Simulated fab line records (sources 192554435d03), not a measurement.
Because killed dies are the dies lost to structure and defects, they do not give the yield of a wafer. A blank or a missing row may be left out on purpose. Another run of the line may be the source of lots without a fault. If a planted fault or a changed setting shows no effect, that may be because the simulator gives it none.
Which tool did it? -- flow n5_finfet -- 21 lots with 63 wafers sampled at 5 steps, on a route of 1938 steps

== WHAT THE GAUGES READ, wafer by wafer ==
N5_BEOL_M2_CD_MEAS_28: target cd 26.2 nm, target cd y 24.1 nm. Usual: cd_nm 26.15 nm, standard deviation 0.26.
lot,measured,on,cd_nm (nm),flag
L074,day 6 12:23,cd_sem-01,26.66 26.19 26.34,
L075,day 6 17:49,cd_sem-03,26.22 26.30 25.99,
L076,day 6 19:22,cd_sem-03,26.57 26.05 26.44,
L077,day 7 03:10,cd_sem-01,26.36 25.68 25.86,
L078,day 7 14:55,cd_sem-02,25.68 25.83 25.72,
L079,day 7 15:40,cd_sem-02,26.29 26.24 26.23,
L080,day 8 03:13,cd_sem-02,26.03 26.40 26.10,
L081,day 8 08:21,cd_sem-03,26.13 26.17 25.81,
L082,day 8 15:25,cd_sem-01,26.10 26.06 26.21,
L083,day 8 21:50,cd_sem-03,26.09 25.87 25.97,
L085,day 9 05:25,cd_sem-02,26.21 25.93 25.99,
L084,day 9 07:47,cd_sem-01,25.69 26.19 26.03,
L086,day 9 21:16,cd_sem-03,26.03 25.88 25.87,
L088,day 10 04:17,cd_sem-03,26.10 25.88 25.92,
L089,day 10 06:35,cd_sem-01,26.25 26.03 26.27,
L090,day 10 11:34,cd_sem-01,26.49 26.23 26.15,
L091,day 11 08:05,cd_sem-02,26.55 25.89 26.21,
L092,day 11 09:04,cd_sem-02,26.67 26.09 26.33,
L094,day 11 14:41,cd_sem-02,26.84 27.00 25.72,
L096,day 13 02:14,cd_sem-01,26.33 26.29 26.16,
L097,day 13 06:43,cd_sem-02,26.40 26.29 25.85,

== EACH LOT AND THE TOOL THAT RAN IT (in order: tool; ch and the chambers of the sampled wafers; start) ==
lot,N5_BEOL_M1_SPUTTER_92,N5_BEOL_M1_CMP_52,N5_BEOL_M2_ETCH_63,N5_BEOL_M2_STRIP_66
L074,"pvd_sputter-02, day 6 08:44","cmp-03 ch 0,1,3, day 6 09:44","rie_diel-02 ch 0,1,3, day 6 11:22","rie_diel-02 ch 0,1,3, day 6 11:32"
L075,"pvd_sputter-01, day 6 12:32","cmp-02 ch 0,3, day 6 13:28","rie_diel-01 ch 1,2,3, day 6 16:52","rie_diel-01 ch 1,2,3, day 6 17:02"
L076,"pvd_sputter-01, day 6 15:34","cmp-02 ch 0,2,3, day 6 16:40","rie_diel-02 ch 0,1,3, day 6 18:33","rie_diel-02 ch 0,1,3, day 6 18:43"
L077,"pvd_sputter-03, day 6 23:03","cmp-02 ch 0,1,2, day 6 23:59","rie_diel-02 ch 0,2, day 7 02:20","rie_diel-02 ch 0,2, day 7 02:30"
L078,"pvd_sputter-01, day 7 09:30","cmp-02 ch 0,1,2, day 7 10:26","rie_diel-04 ch 0,1,3, day 7 14:03","rie_diel-04 ch 0,1,3, day 7 14:13"
L079,"pvd_sputter-01, day 7 12:30","cmp-03 ch 0,1,3, day 7 13:26","rie_diel-02 ch 0,2,3, day 7 14:58","rie_diel-02 ch 0,2,3, day 7 15:07"
L080,"pvd_sputter-02, day 7 23:42","cmp-01 ch 0,1,2, day 8 00:39","rie_diel-04 ch 1,2,3, day 8 02:29","rie_diel-04 ch 1,2,3, day 8 02:40"
L081,"pvd_sputter-01, day 8 03:04","cmp-03 ch 0,1,2, day 8 04:19","rie_diel-04 ch 2,3, day 8 07:31","rie_diel-04 ch 2,3, day 8 07:46"
L082,"pvd_sputter-02, day 8 09:47","cmp-03 ch 0,2,3, day 8 12:20","rie_diel-01 ch 1,2,3, day 8 14:42","rie_diel-01 ch 1,2,3, day 8 14:52"
L083,"pvd_sputter-01, day 8 16:32","cmp-01 ch 0,2,3, day 8 17:32","rie_diel-01 ch 0,1,2, day 8 20:49","rie_diel-01 ch 0,1,2, day 8 20:58"
L085,"pvd_sputter-02, day 8 23:06","cmp-02 ch 1,3, day 9 01:39","rie_diel-01 ch 0,1,3, day 9 04:43","rie_diel-01 ch 0,1,3, day 9 04:53"
L084,"pvd_sputter-03, day 9 03:20","cmp-02 ch 1,2,3, day 9 04:23","rie_diel-01 ch 0,1,3, day 9 07:00","rie_diel-01 ch 0,1,3, day 9 07:10"
L086,"pvd_sputter-02, day 9 16:08","cmp-02 ch 1,3, day 9 17:47","rie_diel-02 ch 0,1,2, day 9 20:21","rie_diel-02 ch 0,1,2, day 9 20:31"
L088,"pvd_sputter-01, day 10 00:43","cmp-02 ch 1,2, day 10 01:40","rie_diel-01 ch 0,1,3, day 10 03:35","rie_diel-01 ch 0,1,3, day 10 03:45"
L089,"pvd_sputter-03, day 10 02:15","cmp-03 ch 1,2, day 10 03:11","rie_diel-02 ch 1,3, day 10 05:52","rie_diel-02 ch 1,3, day 10 06:02"
L090,"pvd_sputter-02, day 10 07:28","cmp-03 ch 0,2,3, day 10 08:28","rie_diel-01 ch 2,3, day 10 10:44","rie_diel-01 ch 2,3, day 10 10:53"
L091,"pvd_sputter-02, day 11 03:23","cmp-01 ch 1,2, day 11 04:27","rie_diel-04 ch 0,1,2, day 11 07:16","rie_diel-04 ch 0,1,2, day 11 07:25"
L092,"pvd_sputter-02, day 11 05:44","cmp-01 ch 1,2, day 11 06:44","rie_diel-01 ch 0,2, day 11 08:22","rie_diel-01 ch 0,2, day 11 08:31"
L094,"pvd_sputter-01, day 11 11:19","cmp-01 ch 0,1,2, day 11 12:15","rie_diel-04 ch 0,2,3, day 11 13:58","rie_diel-04 ch 0,2,3, day 11 14:08"
L096,"pvd_sputter-02, day 12 23:14","cmp-01 ch 0,3, day 13 00:10","rie_diel-01 ch 1,2, day 13 01:32","rie_diel-01 ch 1,2, day 13 01:41"
L097,"pvd_sputter-01, day 13 02:34","cmp-02 ch 0,1,3, day 13 03:30","rie_diel-02 ch 1,2,3, day 13 05:49","rie_diel-02 ch 1,2,3, day 13 05:59"
- N5_BEOL_M1_SPUTTER_92: material Cu, target thk 4.5 nm, time 8.29 s.
- N5_BEOL_M1_CMP_52: polishes, stops on SiOC, t overpolish 6.8 s, target thk 40 nm.
- N5_BEOL_M2_ETCH_63: etches SiARC in CF4, target depth 15.6 nm, time 26 s.
- N5_BEOL_M2_STRIP_66: strips in CF4.

== AS READ BY THE TOOLS THEMSELVES (means over the sampled wafers that have a number; for cases with no such wafer, the mark the record gives instead) ==
N5_BEOL_M1_SPUTTER_92. Usual: chuck_gas_flow_sccm 1.26 sccm, standard deviation 0.052; susceptor_temp_C -20.02 C, standard deviation 0.095; throttle_valve_pct 29.5 %, standard deviation 0.98.
lot,tool,chuck_gas_flow_sccm (sccm),susceptor_temp_C (C),throttle_valve_pct (%),flag
L074,pvd_sputter-02,1.20,-20.03,29.7,
L075,pvd_sputter-01,1.24,-19.99,29.5,
L076,pvd_sputter-01,1.28,-20.04,29.2,
L077,pvd_sputter-03,1.24,-19.93,29.2,
L078,pvd_sputter-01,1.27,-19.98,29.2,
L079,pvd_sputter-01,1.26,-20.01,28.8,
L080,pvd_sputter-02,1.29,-19.97,30.1,
L081,pvd_sputter-01,1.25,-20.01,29.1,
L082,pvd_sputter-02,1.31,-20.05,30.3,
L083,pvd_sputter-01,1.30,-20.14,28.6,
L085,pvd_sputter-02,1.23,-20.09,30.6,
L084,pvd_sputter-03,1.27,-20.02,28.9,
L086,pvd_sputter-02,1.31,-20.04,29.3,
L088,pvd_sputter-01,1.29,-19.98,29.1,
L089,pvd_sputter-03,1.25,-19.97,28.9,
L090,pvd_sputter-02,1.27,-20.04,30.2,
L091,pvd_sputter-02,1.32,-20.04,30.6,
L092,pvd_sputter-02,1.27,-20.00,30.6,
L094,pvd_sputter-01,1.28,-19.93,29.0,
L096,pvd_sputter-02,1.27,-20.02,29.8,
L097,pvd_sputter-01,1.24,-20.01,28.9,

N5_BEOL_M1_CMP_52. Usual: barrier_field_endpoint_s 25.1 s, standard deviation 0.84; motor_current_A 6.3 A, standard deviation 0.8; overpolish_run_s 6.801 s, standard deviation 0.0091; time_to_endpoint_s 63 s, standard deviation 4.1.
lot,tool,barrier_field_endpoint_s (s),motor_current_A (A),overpolish_run_s (s),time_to_endpoint_s (s),flag
L074,cmp-03,25.1,5.6,6.795,63,
L075,cmp-02,24.9,6.3,6.799,61,
L076,cmp-02,25.4,5.8,6.799,62,
L077,cmp-02,26.0,6.1,6.806,67,
L078,cmp-02,26.1,5.9,6.804,66,
L079,cmp-03,25.1,5.7,6.801,65,
L080,cmp-01,24.5,6.7,6.800,59,
L081,cmp-03,26.2,5.9,6.801,63,
L082,cmp-03,24.9,5.6,6.801,60,
L083,cmp-01,25.1,7.2,6.790,61,
L085,cmp-02,25.1,6.4,6.801,64,
L084,cmp-02,25.1,5.6,6.799,64,
L086,cmp-02,25.8,6.3,6.800,69,
L088,cmp-02,25.1,5.5,6.800,62,
L089,cmp-03,25.8,6.4,6.811,67,
L090,cmp-03,24.5,5.7,6.803,59,
L091,cmp-01,25.4,6.9,6.802,64,
L092,cmp-01,24.7,6.7,6.798,62,
L094,cmp-01,24.9,6.7,6.807,62,
L096,cmp-01,24.3,6.9,6.808,59,
L097,cmp-02,24.1,6.4,6.808,59,

N5_BEOL_M2_ETCH_63. Usual: for bias_w, 35.99 W with a standard deviation of 0.11; for drypump_motor_current_A, 5.5 A with a standard deviation of 0.44; for etch_rf_on_time_s, 25.9 s with a standard deviation of 0.89; for oes_product_au, 0.71 a.u. with a standard deviation of 0.077; for rf_vpp_V, 184.4 V with a standard deviation of 1.1; for showerhead_plenum_p_Torr, 2.16 Torr with a standard deviation of 0.057; for throttle_valve_pct, 15.43 % with a standard deviation of 0.26.
lot,tool,bias_w (W),drypump_motor_current_A (A),etch_rf_on_time_s (s),oes_product_au (a.u.),rf_vpp_V (V),showerhead_plenum_p_Torr (Torr),throttle_valve_pct (%),flag
L074,rie_diel-02,35.88,5.9,25.8,0.73,183.4,2.10,15.49,
L075,rie_diel-01,35.99,5.3,26.3,0.68,184.1,2.18,15.33,
L076,rie_diel-02,35.95,5.9,26.1,0.72,183.5,2.10,15.50,
L077,rie_diel-02,36.13,6.2,25.5,0.81,184.0,2.11,15.49,
L078,rie_diel-04,35.98,5.5,25.9,0.66,185.8,2.20,15.76,
L079,rie_diel-02,36.12,6.1,26.3,0.72,184.8,2.11,15.52,
L080,rie_diel-04,35.97,5.3,25.2,0.71,185.1,2.22,15.48,
L081,rie_diel-04,36.09,5.4,24.8,0.65,185.1,2.20,15.67,
L082,rie_diel-01,35.93,5.3,25.9,0.74,184.7,2.17,15.21,
L083,rie_diel-01,35.97,5.6,26.0,0.72,185.5,2.19,15.36,
L085,rie_diel-01,36.07,5.3,26.4,0.68,184.7,2.18,15.27,
L084,rie_diel-01,35.90,5.3,26.4,0.68,184.4,2.18,15.28,
L086,rie_diel-02,35.96,5.9,25.9,0.73,183.4,2.09,15.34,
L088,rie_diel-01,35.99,5.3,25.9,0.68,184.2,2.18,15.29,
L089,rie_diel-02,35.88,5.6,26.5,0.64,183.4,2.08,15.37,
L090,rie_diel-01,35.90,5.3,25.3,0.72,183.9,2.17,15.37,
L091,rie_diel-04,35.97,5.3,26.2,0.73,183.4,2.18,15.41,
L092,rie_diel-01,36.05,5.6,25.9,0.65,185.0,2.20,15.59,
L094,rie_diel-04,36.02,5.5,25.4,0.75,183.6,2.15,15.43,
L096,rie_diel-01,35.81,5.6,26.1,0.71,183.9,2.17,15.39,
L097,rie_diel-02,36.02,5.9,27.1,0.63,184.1,2.09,15.42,

N5_BEOL_M2_STRIP_66. Usual: drypump_motor_current_A 5.5 A, standard deviation 0.44; oes_product_au 0.81 a.u., standard deviation 0.081; rf_vpp_V 271.5 V, standard deviation 1.2; showerhead_plenum_p_Torr 1.81 Torr, standard deviation 0.045; throttle_valve_pct 13.39 %, standard deviation 0.27.
lot,tool,drypump_motor_current_A (A),oes_product_au (a.u.),rf_vpp_V (V),showerhead_plenum_p_Torr (Torr),throttle_valve_pct (%),flag
L074,rie_diel-02,5.9,0.83,271.0,1.76,13.46,
L075,rie_diel-01,5.3,0.79,272.2,1.82,13.30,
L076,rie_diel-02,5.9,0.83,270.7,1.76,13.48,
L077,rie_diel-02,6.2,0.92,270.3,1.77,13.45,
L078,rie_diel-04,5.5,0.76,272.0,1.84,13.75,
L079,rie_diel-02,6.1,0.84,270.8,1.77,13.49,
L080,rie_diel-04,5.2,0.81,273.5,1.85,13.42,
L081,rie_diel-04,5.4,0.73,271.4,1.82,13.60,
L082,rie_diel-01,5.3,0.86,271.8,1.81,13.14,
L083,rie_diel-01,5.6,0.83,271.9,1.84,13.32,
L085,rie_diel-01,5.3,0.80,272.1,1.82,13.25,
L084,rie_diel-01,5.3,0.79,271.9,1.82,13.25,
L086,rie_diel-02,5.9,0.84,270.7,1.76,13.34,
L088,rie_diel-01,5.3,0.78,271.5,1.82,13.27,
L089,rie_diel-02,5.6,0.76,270.3,1.74,13.35,
L090,rie_diel-01,5.3,0.82,271.7,1.81,13.29,
L091,rie_diel-04,5.3,0.85,271.7,1.83,13.37,
L092,rie_diel-01,5.6,0.75,271.5,1.84,13.57,
L094,rie_diel-04,5.5,0.87,271.7,1.80,13.36,
L096,rie_diel-01,5.5,0.82,271.7,1.81,13.30,
L097,rie_diel-02,5.9,0.76,270.8,1.75,13.41,

== THE ANSWER, worked out from the rows above alone ==
Rule: lot off if the mean of its wafers having a number is beyond 3 standard deviations from the usual mean. A lot without any number at a reading at which 4 lots or more have one is off too. The other lots that the step has rows for count as sound. First the gauges in route order, then the tools' own readings, where a lot's mean is used as printed above. At the first step where some lot is off, the reading lying furthest off is the one used; lots without a number count as furthest.
Nothing can be told from this: no lot is off at any reading shown.

== WHAT THE SIMULATOR HAD INSERTED ==
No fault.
